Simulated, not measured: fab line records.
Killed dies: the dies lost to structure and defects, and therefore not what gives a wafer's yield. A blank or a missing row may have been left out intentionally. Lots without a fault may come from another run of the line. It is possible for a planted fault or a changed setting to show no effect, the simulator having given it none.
Matching of chambers    flow nand-harc    4 sister chambers for NHARC_P_M2_CMP_23 on cmp-04
The step polishes, t overpolish 20 s, target thk 144.3 nm. 4 wafers are shown with their chamber, then 7 later ones without.

## WAFERS, EACH WITH ITS CHAMBER
wafer   chamber  motor-current-A (A)
L551.2  1        13.2
L551.5  2        13.4
L559.1  3        13.9
L559.2  0        11.6

## WAFERS WITH NO CHAMBER GIVEN
wafer   motor-current-A (A)
L559.5  13.2
L560.3  12.5
L560.4  13.1
L560.6  12.7
L561.1  13.2
L561.2  13.2
L561.6  11.4

## CHAMBER TAKEN BY EACH
wafer   from the rows above           in truth
L559.5  can't be placed: 1 or 2       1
L560.3  can't be placed: 1 or 0 or 2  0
L560.4  can't be placed: 1 or 2       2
L560.6  can't be placed: 1 or 2 or 0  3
L561.1  can't be placed: 1 or 2       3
L561.2  can't be placed: 1 or 2       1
L561.6  0                             0
Correctly placed: 1 of 7. Cannot be placed on the basis of these rows: 6; the candidates contain the true chamber in 4. Wrongly placed: 0.
How it was worked out, from the rows above alone: a wafer's distance from a chamber is the root of the sum, over the readings, of the square of ((its reading less the chamber's mean) divided by the reading's scatter). The wafer belongs to the nearest chamber; if the next one is less than 2 further off, it can't be placed. The mean given for a chamber averages the wafers shown for that chamber. The scatter (one wafer shown for each chamber): square how far every hidden wafer sits from the nearest shown wafer, average those squares and take the square root.
